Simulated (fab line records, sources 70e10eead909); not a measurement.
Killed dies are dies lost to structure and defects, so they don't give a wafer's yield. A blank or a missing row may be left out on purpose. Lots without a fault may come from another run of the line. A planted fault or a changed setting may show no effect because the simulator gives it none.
fab line records | flow nand_harc
record lots=7 wafers=21 last_day=34
route steps=1302 shown A_STAIRCASE@657 END@1302
lots that met no fault: from a run of the same line without faults
start_h: hours from the record's first day to the start of the lot's first wafer shown | wait_h: hours since the lot's step before | " the same as in the row above | L1.1+2: a row that stands for several wafers | - no value, or no start given | * or withheld: withheld | < > ~ a bound
route shown NAME@n: a module of which the file shows steps, and the number in the route of the first | usual: mean/standard deviation of fault-free wafers | same: alike in all rows | chamber/n: place in a boat | sites: the reading at each site | _std_site: their standard deviation | _edge_site: outer sites' mean less inner sites' | radius_mm: how far each site lies from the wafer's centre | mask NAME#n: copy n | behind: the tool/chamber that last shaped the wafer | hold: why the lot was held/for how many hours/how that ended | device: the transistor (n, p or np) that didn't switch | end of line: the same wafers' tests at the end of the route | a step without rows: its recipe alone | killed: dies lost to structure and defects at the first sort, not the wafer's yield | map: a wafer's dies, x killed, . not, _ none there
set.NAME: the setting as run; set.NAME@STEP: as run at that earlier step | model.NAME: the simulator's own value behind a step, which no gauge read
lots at some steps of the route; a table a step, a row a wafer
services: from which hour (start_h, from the record's first day; less than 0 if before it) a tool's chamber was out of use, for how many hours, and why
## steps
# step NHARC_A_STAIRCASE_DEHYDRATE_01
# recipe temp_c=150 time_s=120
# step NHARC_A_STAIRCASE_HMDS_02
# recipe time_s=30
# step NHARC_A_STAIRCASE_COAT_03
# recipe spin_rpm=1200
# step NHARC_A_STAIRCASE_SOFTBAKE_04
# recipe temp_c=135 time_s=170
# step NHARC_A_STAIRCASE_EBR_05
# step NHARC_A_STAIRCASE_EXPOSE_06
# recipe na=0.5 dose_mj=25.43 mask_id=STAIR
# step NHARC_A_STAIRCASE_PEB_07
# recipe peb_temp_c=115 peb_time_s=130
# step NHARC_A_STAIRCASE_DEVELOP_08
# recipe time_s=140
# step NHARC_A_STAIRCASE_HARDBAKE_10
# recipe temp_c=120 time_s=140
# step NHARC_A_STAIRCASE_DESCUM_11
# recipe time_s=3 o2_flow_sccm=200 ar_flow_sccm=0 bias_power_w=0 chemistry=O2
# usual drypump_motor_current_A=5.7/0.33 oes_product_au=1.000/0.015 rf_vpp_V=57.8/0.94 showerhead_plenum_p_Torr=1.91/0.094 throttle_valve_pct=11.310/0.0084
# columns lot.wafer tool chamber start_h wait_h drypump_motor_current_A oes_product_au rf_hours_counter_h rf_vpp_V showerhead_plenum_p_Torr throttle_valve_pct
L900.4 rie_diel-04 2 379.07 - 5.6 0.996 2 56.0 1.78 11.322
L900.6 " 3 " " 6.2 0.995 - 58.6 1.82 11.302
L900.5 " 0 " " 5.7 1.013 - 59.5 2.03 11.310
L904.3 rie_diel-09 3 424.44 - 5.3 0.994 33 57.4 1.86 11.309
L904.1 " 0 " " 6.1 0.982 35 57.4 2.05 11.309
L904.6 " 1 " " 5.9 0.994 - 56.7 1.84 11.301
L913.1 rie_diel-04 3 519.85 - 6.2 1.003 47 59.2 1.81 11.299
L913.5 " 2 " " 5.6 0.998 - 56.8 1.77 11.314
L913.6 " 3 " " 6.2 1.003 - 56.2 1.81 11.304
L914.2 rie_diel-09 0 520.01 - 6.1 0.988 4 56.8 2.04 11.301
L914.1 " 1 " " 5.9 0.986 3 58.0 1.83 11.305
L914.4 " 2 " " 6.2 0.975 5 57.8 1.97 11.293
L915.2 rie_diel-09 1 534.04 - 5.9 0.973 9 57.9 1.83 11.313
L915.4 " 2 " " 6.3 0.983 11 57.2 1.97 11.320
L915.1 " 3 " " 5.4 1.010 11 57.9 1.85 11.296
L918.4 rie_diel-04 3 561.57 - 6.2 1.015 5 58.1 1.80 11.315
L918.1 " 1 " " 5.4 0.981 4 58.1 1.87 11.317
L918.6 " 3 " " 6.2 1.013 - 57.6 1.80 11.319
L920.3 rie_diel-13 2 588.67 - 5.2 1.011 23 57.7 1.97 11.326
L920.1 " 0 " " 5.6 1.005 21 58.0 1.89 11.322
L920.5 " 0 " " 5.6 1.001 - 56.8 1.89 11.323
# step NHARC_A_STAIRCASE_TRIM_12
# recipe time_s=211.2 o2_flow_sccm=500 ar_flow_sccm=0 bias_w=0 chemistry=O2
# usual drypump_motor_current_A=5.7/0.33 oes_product_au=1.001/0.016 rf_vpp_V=57.9/0.9 showerhead_plenum_p_Torr=3.53/0.16 throttle_valve_pct=17.036/0.0091
# columns lot.wafer tool chamber start_h wait_h drypump_motor_current_A oes_product_au rf_hours_counter_h rf_vpp_V showerhead_plenum_p_Torr throttle_valve_pct
L900.4 rie_diel-04 2 379.14 0.1 5.6 1.004 2 56.8 3.30 17.021
L900.5 " 2 " " 5.6 1.001 - 57.0 3.30 17.017
L900.6 " 3 " " 6.2 1.000 - 56.2 3.37 17.032
L904.1 rie_diel-09 3 424.56 0.1 5.4 1.002 33 56.8 3.44 17.021
L904.3 " 2 " " 6.2 0.993 32 56.4 3.64 17.030
L904.6 " 3 " " 5.3 1.010 - 57.3 3.44 17.048
L913.1 rie_diel-04 1 519.97 0.1 5.4 1.003 44 57.0 3.47 17.033
L913.5 " 2 " " 5.6 0.996 - 57.9 3.28 17.033
L913.6 " 3 " " 6.2 1.004 - 57.0 3.35 17.025
L914.4 rie_diel-09 3 520.10 0.1 5.4 1.014 6 57.2 3.42 17.037
L914.1 " 0 " " 6.1 0.986 4 58.8 3.74 17.043
L914.2 " 1 " " 5.9 0.984 3 58.4 3.39 17.036
L915.1 rie_diel-09 1 534.12 0.1 5.9 0.969 9 56.6 3.39 17.041
L915.2 " 3 " " 5.3 1.017 11 57.6 3.42 17.044
L915.4 " 0 " " 6.0 0.975 9 56.1 3.74 17.034
L918.4 rie_diel-04 0 561.65 0.1 5.7 1.052 5 59.0 3.70 17.038
L918.1 " 2 " " 5.6 0.992 4 58.3 3.81 17.035
L918.6 " 0 " " 5.7 1.057 - 59.7 3.70 17.045
L920.1 rie_diel-13 2 588.77 0.1 5.2 1.016 23 57.6 3.62 17.048
L920.3 " 0 " " 5.6 1.006 21 56.5 3.49 17.036
L920.5 " 1 " " 5.9 0.983 - 57.0 3.30 17.037
# step NHARC_A_STAIRCASE_ETCH_13
# recipe target_depth_a=1000 time_s=40.5 ion_energy_ev=400 c4f8_flow_sccm=20 o2_flow_sccm=10 ar_flow_sccm=withheld rf_w=600 bias_w=1000 chemistry=C4F8/O2
# usual bias_w=1000.4/2.8 chamber_pressure_mTorr=25.002/0.023 oes_product_au=0.944/0.017 rf_fwd_power_W=591.8/2.5 rf_vpp_V=895/5.9
# columns lot.wafer tool chamber start_h wait_h bias_w chamber_pressure_mTorr oes_product_au rf_fwd_power_W rf_hours_counter_h rf_vpp_V
L900.4 rie_diel-04 3 379.33 - 1000.2 24.985 0.925 595.0 2 890
L900.6 " 0 " " 993.3 24.979 0.950 592.1 - 903
L900.5 " 1 " " 999.9 25.009 0.924 592.3 - 893
L904.1 rie_diel-09 1 424.71 - 1004.6 24.948 0.934 591.0 28 893
L904.3 " 3 " " 1003.4 25.037 0.940 591.7 33 893
L904.6 " 2 " " 1004.1 24.997 0.932 589.8 - 898
L913.1 rie_diel-04 1 520.09 - - - - - - -
L913.5 " 3 " " - - - - - -
L913.6 " 0 " " - - - - - -
L914.1 rie_diel-09 0 520.24 - - - - - - -
L914.2 " 2 " " - - - - - -
L914.4 " 3 " " - - - - - -
L915.4 rie_diel-09 0 534.28 - - - - - - -
L915.2 " 2 " " - - - - - -
L915.1 " 3 " " - - - - - -
L918.1 rie_diel-04 3 561.82 - 998.0 25.059 0.952 592.5 5 888
L918.4 " 2 " " 996.1 25.016 0.936 594.2 - 905
L918.6 " 3 " " 997.6 25.000 0.964 596.3 - 889
L920.3 rie_diel-13 1 588.96 - 1002.0 24.984 0.928 589.8 21 888
L920.1 " 2 " " 999.0 24.970 0.960 588.4 23 898
L920.5 " 1 " " 1000.6 25.027 0.935 589.3 - 886
# step NHARC_A_STAIRCASE_TRIM_14
# recipe time_s=211.2 o2_flow_sccm=500 ar_flow_sccm=0 bias_w=0 chemistry=O2
# usual drypump_motor_current_A=5.7/0.33 oes_product_au=0.999/0.014 rf_vpp_V=57.7/0.93 showerhead_plenum_p_Torr=3.51/0.16 throttle_valve_pct=17.035/0.0094
# columns lot.wafer tool chamber start_h wait_h drypump_motor_current_A oes_product_au rf_hours_counter_h rf_vpp_V showerhead_plenum_p_Torr throttle_valve_pct
L900.4 rie_diel-04 2 - - 5.6 1.000 2 55.3 3.30 17.027
L900.5 " 2 " " 5.6 0.998 - 57.2 3.30 17.025
L900.6 " 3 " " 6.2 1.010 - 58.0 3.37 17.026
L904.3 rie_diel-09 0 - - 6.0 0.984 36 58.2 3.76 17.044
L904.1 " 1 " " 5.9 1.008 28 56.7 3.41 17.027
L904.6 " 1 " " 5.9 1.004 - 58.3 3.41 17.057
L913.1 rie_diel-04 0 - - 5.7 1.015 45 58.0 3.71 17.036
L913.6 " 0 " " 5.8 1.012 - 58.0 3.71 17.045
L913.5 " 1 " " 5.4 0.993 - 58.3 3.47 17.013
L914.2 rie_diel-09 2 - - 6.2 0.983 6 57.3 3.62 17.051
L914.4 " 3 " " 5.4 1.016 6 56.8 3.42 17.061
L914.1 " 0 " " 6.0 0.982 4 56.0 3.74 17.037
L915.1 rie_diel-09 3 - - 5.3 1.018 11 57.1 3.42 17.034
L915.4 " 0 " " 6.0 0.979 9 57.7 3.74 17.039
L915.2 " 1 " " 5.9 0.978 9 57.6 3.39 17.040
L918.1 rie_diel-04 1 - - 5.4 0.972 5 57.3 3.46 17.024
L918.4 " 1 " " 5.4 0.966 - 56.6 3.46 17.022
L918.6 " 2 " " 5.6 0.991 - 58.4 3.81 17.039
L920.3 rie_diel-13 2 - - 5.2 1.020 23 57.9 3.62 17.016
L920.1 " 1 " " 5.9 0.980 22 57.7 3.30 17.036
L920.5 " 1 " " 5.8 0.980 - 58.2 3.30 17.015
# step NHARC_END_SORT_01
# recipe temp_c=25
# usual killed_at_array=54/17 killed_at_other=0.7/1 killed_at_periphery=3.7/2.9 killed_dies=58/16 killed_open=3.2/1.9 killed_short=2.2/1.5
# same gross_dies=677
# columns lot.wafer tool chamber start_h wait_h killed_at_array killed_at_other killed_at_periphery killed_dies killed_open killed_short
L900.4 prober-02 0 590.36 3.4 64 0 3 67 2 0
L900.5 prober-02 0 591.17 3.7 74 0 4 78 5 1
L900.6 prober-02 0 591.98 4.0 81 0 1 82 4 2
L914.1 prober-01 0 726.74 2.5 675 0 2 677 1 0
L914.2 prober-01 0 727.54 2.8 672 0 5 677 3 2
L914.4 prober-01 0 729.14 3.4 671 0 6 677 4 6
L913.1 prober-02 0 726.75 2.5 675 0 2 677 4 3
L913.5 prober-02 0 729.97 3.7 676 0 1 677 2 3
L913.6 prober-02 0 730.77 4.0 674 0 3 677 3 4
L915.1 prober-01 0 736.09 2.5 676 0 1 677 2 2
L915.2 prober-01 0 736.88 2.8 676 0 1 677 4 0
L915.4 prober-01 0 738.46 3.4 672 1 4 677 3 3
# killed by level:class
L900.4 A_CHANNEL_HOLE_D1:chamber_film_flake=25 A_SLIT:chamber_film_flake=19 A_CHANNEL_HOLE_D2:chamber_film_flake=17 A_CONTACT:chamber_film_flake=2 P_CONTACT:geometric_particle:open=1 P_M0:geometric_particle:open=1 P_GATE:chamber_film_flake=1 A_CHANNEL_FILL_D1:chamber_film_flake=1
L900.5 A_CHANNEL_HOLE_D2:chamber_film_flake=24 A_CHANNEL_HOLE_D1:chamber_film_flake=23 A_SLIT:chamber_film_flake=15 A_CHANNEL_FILL_D1:chamber_film_flake=4 A_M0:geometric_particle:open=3 P_M1:chamber_film_flake=2 A_CONTACT:chamber_film_flake=2 P_M1:geometric_particle:short=1
L900.6 A_CHANNEL_HOLE_D2:chamber_film_flake=27 A_SLIT:chamber_film_flake=23 A_CHANNEL_HOLE_D1:chamber_film_flake=20 A_CONTACT:chamber_film_flake=5 A_WL_FILL:geometric_particle:short=2 P_CONTACT:geometric_particle:open=1 A_CHANNEL_HOLE_D2:geometric_particle:open=1 A_CONTACT:geometric_particle:open=1
L914.1 A_STAIRCASE:area_etch=608 A_SLIT:chamber_film_flake=33 A_CHANNEL_HOLE_D2:chamber_film_flake=16 A_STAIRCASE:chamber_film_flake=7 A_CONTACT:chamber_film_flake=7 A_DECK1_JOINT:geometric_particle:open=1 P_ZERO_WELL:chamber_film_flake=1 P_GATE:chamber_film_flake=1
L913.1 A_STAIRCASE:area_etch=633 A_CHANNEL_HOLE_D1:chamber_film_flake=28 A_SGD_CUT:chamber_film_flake=4 A_ONON_D1:geometric_particle:open=2 A_ONON_D2:geometric_particle:short=2 A_SLIT:chamber_film_flake=2 A_STAIRCASE:chamber_film_flake=2 P_M0:geometric_particle:open=1
L914.2 A_STAIRCASE:area_etch=612 A_CHANNEL_HOLE_D2:chamber_film_flake=18 A_SLIT:chamber_film_flake=17 A_CONTACT:chamber_film_flake=8 A_CHANNEL_HOLE_D1:chamber_film_flake=5 A_STAIRCASE:chamber_film_flake=4 P_STI:chamber_film_flake=2 P_GATE:chamber_film_flake=2
L914.4 A_STAIRCASE:area_etch=611 A_SLIT:chamber_film_flake=27 A_CHANNEL_HOLE_D2:chamber_film_flake=13 A_CONTACT:chamber_film_flake=4 P_GATE:chamber_film_flake=3 A_CHANNEL_HOLE_D1:chamber_film_flake=3 A_CHANNEL_FILL_D2:geometric_particle:open=2 A_DECK1_JOINT:chamber_film_flake=2
L913.5 A_STAIRCASE:area_etch=634 A_CHANNEL_HOLE_D1:chamber_film_flake=31 A_CHANNEL_FILL_D1:geometric_particle:short=3 A_CHANNEL_HOLE_D1:geometric_particle:open=1 A_CHANNEL_FILL_D2:geometric_particle:open=1 P_GATE:chamber_film_flake=1 A_ZERO_WELL:chamber_film_flake=1 A_CHANNEL_FILL_D1:chamber_film_flake=1
L913.6 A_STAIRCASE:area_etch=619 A_CHANNEL_HOLE_D1:chamber_film_flake=41 A_CHANNEL_FILL_D2:chamber_film_flake=2 A_SLIT:chamber_film_flake=2 P_STI:geometric_particle:short=1 A_CHANNEL_FILL_D1:geometric_particle:open=1 P_M1:geometric_particle:open=1 A_CHANNEL_HOLE_D1:geometric_particle:short=1
L915.1 A_STAIRCASE:area_etch=595 A_CHANNEL_HOLE_D1:chamber_film_flake=29 A_CHANNEL_HOLE_D2:chamber_film_flake=24 A_SLIT:chamber_film_flake=12 A_CONTACT:chamber_film_flake=5 A_SGD_CUT:chamber_film_flake=3 A_WL_FILL:chamber_film_flake=2 P_M1:geometric_particle:open=1
L915.2 A_STAIRCASE:area_etch=583 A_SLIT:chamber_film_flake=34 A_CHANNEL_HOLE_D1:chamber_film_flake=33 A_CHANNEL_HOLE_D2:chamber_film_flake=13 A_CONTACT:chamber_film_flake=6 A_CHANNEL_FILL_D1:geometric_particle:open=1 A_ONON_D2:geometric_particle:open=1 A_WL_FILL:geometric_particle:open=1
L915.4 A_STAIRCASE:area_etch=584 A_CHANNEL_HOLE_D1:chamber_film_flake=30 A_SLIT:chamber_film_flake=30 A_CHANNEL_HOLE_D2:chamber_film_flake=15 A_SGD_CUT:chamber_film_flake=7 A_CONTACT:chamber_film_flake=2 P_CONTACT:geometric_particle:short=1 P_M0:geometric_particle:open=1
# map L913.1 (x killed, . not)
____________x____________
_________xxxxxxx_________
_______xxxxxxxxxxx_______
______xxxxxxxxxxxxx______
_____xxxxxxxxxxxxxxx_____
____xxxxxxxxxxxxxxxxx____
____xxxxxxxxxxxxxxxxx____
___xxxxxxxxxxxxxxxxxxx___
___xxxxxxxxxxxxxxxxxxx___
__xxxxxxxxxxxxxxxxxxxxx__
__xxxxxxxxxxxxxxxxxxxxx__
_xxxxxxxxxxxxxxxxxxxxxxx_
_xxxxxxxxxxxxxxxxxxxxxxx_
_xxxxxxxxxxxxxxxxxxxxxxx_
_xxxxxxxxxxxxxxxxxxxxxxx_
_xxxxxxxxxxxxxxxxxxxxxxx_
xxxxxxxxxxxxxxxxxxxxxxxxx
xxxxxxxxxxxxxxxxxxxxxxxxx
xxxxxxxxxxxxxxxxxxxxxxxxx
xxxxxxxxxxxxxxxxxxxxxxxxx
xxxxxxxxxxxxxxxxxxxxxxxxx
_xxxxxxxxxxxxxxxxxxxxxxx_
_xxxxxxxxxxxxxxxxxxxxxxx_
_xxxxxxxxxxxxxxxxxxxxxxx_
_xxxxxxxxxxxxxxxxxxxxxxx_
_xxxxxxxxxxxxxxxxxxxxxxx_
__xxxxxxxxxxxxxxxxxxxxx__
__xxxxxxxxxxxxxxxxxxxxx__
___xxxxxxxxxxxxxxxxxxx___
___xxxxxxxxxxxxxxxxxxx___
____xxxxxxxxxxxxxxxxx____
____xxxxxxxxxxxxxxxxx____
_____xxxxxxxxxxxxxxx_____
______xxxxxxxxxxxxx______
_______xxxxxxxxxxx_______
_________xxxxxxx_________
____________x____________
# map L914.1 (x killed, . not)
____________x____________
_________xxxxxxx_________
_______xxxxxxxxxxx_______
______xxxxxxxxxxxxx______
_____xxxxxxxxxxxxxxx_____
____xxxxxxxxxxxxxxxxx____
____xxxxxxxxxxxxxxxxx____
___xxxxxxxxxxxxxxxxxxx___
___xxxxxxxxxxxxxxxxxxx___
__xxxxxxxxxxxxxxxxxxxxx__
__xxxxxxxxxxxxxxxxxxxxx__
_xxxxxxxxxxxxxxxxxxxxxxx_
_xxxxxxxxxxxxxxxxxxxxxxx_
_xxxxxxxxxxxxxxxxxxxxxxx_
_xxxxxxxxxxxxxxxxxxxxxxx_
_xxxxxxxxxxxxxxxxxxxxxxx_
xxxxxxxxxxxxxxxxxxxxxxxxx
xxxxxxxxxxxxxxxxxxxxxxxxx
xxxxxxxxxxxxxxxxxxxxxxxxx
xxxxxxxxxxxxxxxxxxxxxxxxx
xxxxxxxxxxxxxxxxxxxxxxxxx
_xxxxxxxxxxxxxxxxxxxxxxx_
_xxxxxxxxxxxxxxxxxxxxxxx_
_xxxxxxxxxxxxxxxxxxxxxxx_
_xxxxxxxxxxxxxxxxxxxxxxx_
_xxxxxxxxxxxxxxxxxxxxxxx_
__xxxxxxxxxxxxxxxxxxxxx__
__xxxxxxxxxxxxxxxxxxxxx__
___xxxxxxxxxxxxxxxxxxx___
___xxxxxxxxxxxxxxxxxxx___
____xxxxxxxxxxxxxxxxx____
____xxxxxxxxxxxxxxxxx____
_____xxxxxxxxxxxxxxx_____
______xxxxxxxxxxxxx______
_______xxxxxxxxxxx_______
_________xxxxxxx_________
____________x____________
## services
# columns tool chamber start_h hours kind
rie_diel-09 1 356.47 11.1 repair
rie_diel-04 - 357.14 9.0 pm
rie_diel-04 0 357.14 9.0 vent_cycle
rie_diel-04 1 357.14 9.0 vent_cycle
rie_diel-04 2 357.14 9.0 vent_cycle
rie_diel-04 3 357.14 10.8 vent_cycle
rie_diel-04 0 366.14 - clean
rie_diel-04 0 366.14 - consumable_replace:focus_ring
rie_diel-04 1 366.14 - clean
rie_diel-04 2 366.14 - clean
rie_diel-09 0 381.03 - clean
rie_diel-09 1 381.03 - clean
rie_diel-09 2 381.03 - clean
rie_diel-09 3 381.03 - clean
rie_diel-13 2 384.14 13.5 repair
rie_diel-04 0 390.64 - clean
rie_diel-04 1 390.64 - clean
rie_diel-04 2 390.64 - clean
rie_diel-09 1 399.58 2.5 repair
rie_diel-09 1 443.80 8.7 repair
rie_diel-09 - 497.14 9.0 pm
rie_diel-13 - 519.23 9.0 pm
rie_diel-04 - 534.14 9.0 pm
rie_diel-13 0 543.73 4.0 repair
## key
first_sign step=NHARC_A_STAIRCASE_ETCH_13 reading=tool_record direction=missing
effect step=NHARC_END_SORT_01 reading=killed_dies direction=up sigmas=38 usual=58 struck=677
more_kills_born_at NHARC_A_STAIRCASE_ETCH_13@rie_diel-09=3593 NHARC_A_STAIRCASE_ETCH_13@rie_diel-04=1887
met_at NHARC_A_STAIRCASE_ETCH_13
struck_wafers L913.1,L913.5,L913.6,L914.1,L914.2,L914.4,L915.1,L915.2,L915.4
later_rows_left_out L913.1,L913.5,L913.6,L914.1,L914.2,L914.4,L915.1,L915.2,L915.4
tester_left_out L913,L914,L915
onset_between 424.71 520.09
fault kind=skipped_step_whole tool=rie_diel-04,rie_diel-09 chamber=- onset_h=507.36 steps=NHARC_A_STAIRCASE_ETCH_13 scope=struck_lots_only
# tester_left_out: of these lots the tester's yield and bins aren't shown, on N5 and GAA mostly nor the transistor test; their killed dies are dies lost to structure and defects alone, not to doping, threshold or leakage, so they don't give the yield
# later_rows_left_out: the simulator's readings of these wafers behind a module that went badly wrong aren't trusted and aren't shown, but for the sort
